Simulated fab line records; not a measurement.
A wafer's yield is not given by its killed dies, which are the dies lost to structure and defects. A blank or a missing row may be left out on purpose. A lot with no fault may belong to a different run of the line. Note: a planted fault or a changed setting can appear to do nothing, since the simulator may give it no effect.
Matching of chambers | flow n5_finfet | N5_FIN_SAQP_STRIP_77 on rie_diel-04 has 4 sister chambers
The step strips in N2/H2, time 90 s. 18 wafers are shown with their chamber, then 9 later ones without.

## WAFERS PAIRED WITH THEIR CHAMBERS
wafer  | chamber | showerhead_plenum_p_Torr (Torr) | throttle_valve_pct (%) | oes_product_au (a.u.)
L075.2 | 0       | 3.38                            | 12.43                  | 0.77
L075.4 | 1       | 3.48                            | 12.21                  | 0.72
L075.6 | 1       | 3.48                            | 12.21                  | 0.71
L076.3 | 0       | 3.38                            | 12.44                  | 0.76
L076.4 | 0       | 3.38                            | 12.44                  | 0.76
L076.6 | 1       | 3.48                            | 12.22                  | 0.71
L081.3 | 0       | 3.37                            | 12.46                  | 0.77
L081.5 | 3       | 3.52                            | 12.36                  | 0.80
L081.6 | 0       | 3.37                            | 12.46                  | 0.76
L082.1 | 1       | 3.48                            | 12.23                  | 0.70
L082.3 | 2       | 3.20                            | 12.19                  | 0.71
L082.4 | 3       | 3.52                            | 12.36                  | 0.80
L084.1 | 3       | 3.52                            | 12.36                  | 0.79
L084.3 | 2       | 3.19                            | 12.22                  | 0.70
L084.4 | 0       | 3.37                            | 12.47                  | 0.75
L085.2 | 3       | 3.52                            | 12.36                  | 0.79
L085.4 | 1       | 3.47                            | 12.27                  | 0.70
L085.5 | 0       | 3.37                            | 12.49                  | 0.75

SIGNATURES (means of the wafers above)
reading                  | chamber 0 | chamber 1 | chamber 2 | chamber 3 | scatter within a chamber
showerhead_plenum_p_Torr | 3.3743    | 3.4780    | 3.1950    | 3.5200    | 0.00464
throttle_valve_pct       | 12.4557   | 12.2280   | 12.2050   | 12.3600   | 0.0198
oes_product_au           | 0.7600    | 0.7080    | 0.7050    | 0.7950    | 0.0077
Rule: for a wafer and a chamber, the distance is found by dividing, reading by reading, the gap between the wafer's reading and the chamber's mean by the reading's scatter, squaring, summing and taking the root. If the next closest chamber is less than 2 further off than the closest, the wafer can't be placed; otherwise it belongs to the closest. The scatter: the root of (the sum of the squares of (reading less its chamber's mean) over the shown wafers, divided by (wafers less chambers)).

## WAFERS WHOSE CHAMBER IS MISSING
wafer  | showerhead_plenum_p_Torr (Torr) | throttle_valve_pct (%) | oes_product_au (a.u.)
L088.1 | 3.47                            | 12.26                  | 0.69
L088.3 | 3.51                            | 12.40                  | 0.77
L088.4 | 3.19                            | 12.24                  | 0.69
L092.2 | 3.36                            | 12.53                  | 0.74
L092.3 | 3.51                            | 12.42                  | 0.77
L092.5 | 3.18                            | 12.27                  | 0.69
L097.1 | 3.50                            | 12.46                  | 0.76
L097.3 | 3.18                            | 12.31                  | 0.68
L097.5 | 3.18                            | 12.29                  | 0.68

## CHAMBER TAKEN BY EACH
wafer  | from the rows above | in truth
L088.1 | 1                   | 1
L088.3 | 3                   | 3
L088.4 | 2                   | 2
L092.2 | 0                   | 0
L092.3 | 3                   | 3
L092.5 | 2                   | 2
L097.1 | 3                   | 3
L097.3 | 2                   | 2
L097.5 | 2                   | 2
Placed correctly: 9 of 9. From these rows, 0 cannot be placed. Number placed wrongly: 0.
